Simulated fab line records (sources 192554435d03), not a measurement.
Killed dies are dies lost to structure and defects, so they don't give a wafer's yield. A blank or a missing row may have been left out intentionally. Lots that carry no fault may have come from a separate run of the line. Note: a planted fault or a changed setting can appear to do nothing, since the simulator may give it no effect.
Matching of chambers | flow n5 finfet | rie diel-03 running N5_BEOL_M11_DESCUM_16: 4 sister chambers
The step chemistry O2, time 7.9 s. 18 wafers are shown with their chamber, then 9 later ones without.

## EACH WAFER AND ITS CHAMBER
wafer  | chamber | showerhead plenum p Torr (Torr) | drypump motor current A (A) | throttle valve pct (%)
L075.2 | 1       | 2.03                            | 5.4                         | 20.14
L075.4 | 3       | 2.19                            | 5.1                         | 20.40
L075.6 | 3       | 2.19                            | 5.1                         | 20.40
L077.1 | 2       | 1.99                            | 6.1                         | 20.08
L077.3 | 0       | 2.08                            | 5.5                         | 20.35
L077.5 | 3       | 2.19                            | 5.1                         | 20.40
L082.2 | 1       | 2.02                            | 5.3                         | 20.18
L082.3 | 3       | 2.19                            | 5.1                         | 20.41
L082.5 | 0       | 2.08                            | 5.5                         | 20.37
L083.1 | 1       | 2.02                            | 5.4                         | 20.17
L083.5 | 0       | 2.08                            | 5.5                         | 20.36
L083.6 | 1       | 2.02                            | 5.4                         | 20.18
L085.1 | 0       | 2.08                            | 5.5                         | 20.35
L085.2 | 1       | 2.02                            | 5.4                         | 20.18
L085.6 | 1       | 2.02                            | 5.3                         | 20.17
L089.1 | 0       | 2.08                            | 5.5                         | 20.36
L089.3 | 2       | 1.98                            | 6.1                         | 20.12
L089.4 | 1       | 2.02                            | 5.4                         | 20.19

SIGNATURES, as means of the wafers listed above
reading                  | chamber 0 | chamber 1 | chamber 2 | chamber 3 | scatter within a chamber
showerhead plenum p Torr | 2.0800    | 2.0214    | 1.9850    | 2.1900    | 0.00311
drypump motor current A  | 5.500     | 5.371     | 6.100     | 5.100     | 0.0319
throttle valve pct       | 20.3580   | 20.1729   | 20.1000   | 20.4025   | 0.0139
Rule: a wafer lies at a distance from a chamber equal to the root of the sum of squares, over the readings, of (its reading less the chamber's mean, divided by the reading's scatter). The wafer belongs to the nearest chamber; if the next one is less than 2 further off, it can't be placed. How the scatter is found: for the shown wafers, subtract from each reading the mean of its chamber, square and add these, divide the total by (wafers less chambers), then take the root.

## WAFERS MISSING THEIR CHAMBER
wafer  | showerhead plenum p Torr (Torr) | drypump motor current A (A) | throttle valve pct (%)
L092.2 | 1.98                            | 6.1                         | 20.13
L092.5 | 2.02                            | 5.4                         | 20.20
L092.6 | 2.08                            | 5.4                         | 20.39
L094.1 | 2.02                            | 5.4                         | 20.22
L094.5 | 2.18                            | 5.1                         | 20.46
L094.6 | 2.07                            | 5.5                         | 20.38
L096.1 | 2.17                            | 5.1                         | 20.47
L096.3 | 1.97                            | 6.1                         | 20.13
L096.5 | 1.97                            | 6.1                         | 20.13

## EACH ONE'S CHAMBER
wafer  | from the rows above | in truth
L092.2 | 2                   | 2
L092.5 | 1                   | 1
L092.6 | 0                   | 0
L094.1 | 1                   | 1
L094.5 | 3                   | 3
L094.6 | 0                   | 0
L096.1 | 3                   | 3
L096.3 | 2                   | 2
L096.5 | 2                   | 2
Correct placement for 9 of the 9. From these rows, 0 cannot be placed. Number placed wrongly: 0.
